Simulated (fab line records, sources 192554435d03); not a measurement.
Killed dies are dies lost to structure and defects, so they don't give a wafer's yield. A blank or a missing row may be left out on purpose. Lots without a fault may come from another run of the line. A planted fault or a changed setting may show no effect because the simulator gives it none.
Chamber matching | flow n5_finfet | N5_ILD0_LINER_00 on ald_sin-04: 4 sister chambers
The step material SiNx, target thk 4 nm, pulse time 1 s, purge time 2 s. 8 wafers are shown with their chamber, then 7 later ones without.

WAFERS WITH THEIR CHAMBER
wafer  | chamber | heater_power_w (W) | precursor_pulse_height_rel
L074.6 | 1       | 827                | 1.008
L078.2 | 2       | 730                | 0.997
L078.4 | 3       | 900                | 0.987
L082.2 | 2       | 731                | 1.002
L082.3 | 0       | 850                | 0.987
L082.5 | 1       | 821                | 0.972
L084.1 | 3       | 908                | 1.015
L084.2 | 0       | 877                | 1.018

WAFERS WITHOUT THEIR CHAMBER
wafer  | heater_power_w (W) | precursor_pulse_height_rel
L084.4 | 822                | 1.009
L085.2 | 821                | 0.988
L085.3 | 744                | 0.999
L085.5 | 745                | 0.995
L097.1 | 925                | 1.003
L097.3 | 749                | 1.030
L097.5 | 749                | 0.995

WHICH CHAMBER EACH WENT THROUGH
wafer  | from the rows above | in truth
L084.4 | 1                   | 1
L085.2 | 1                   | 1
L085.3 | 2                   | 2
L085.5 | 2                   | 2
L097.1 | 3                   | 3
L097.3 | 2                   | 2
L097.5 | 2                   | 2
Placed correctly: 7 of 7. Can't be placed from these rows: 0. Placed wrongly: 0.
How it was worked out, from the rows above alone: a wafer's distance from a chamber is the root of the sum, over the readings, of the square of ((its reading less the chamber's mean) divided by the reading's scatter). The wafer belongs to the nearest chamber; if the next one is less than 2 further off, it can't be placed. A chamber's mean is the mean of its shown wafers. The scatter: the root of (the sum of the squares of (reading less its chamber's mean) over the shown wafers, divided by (wafers less chambers)).
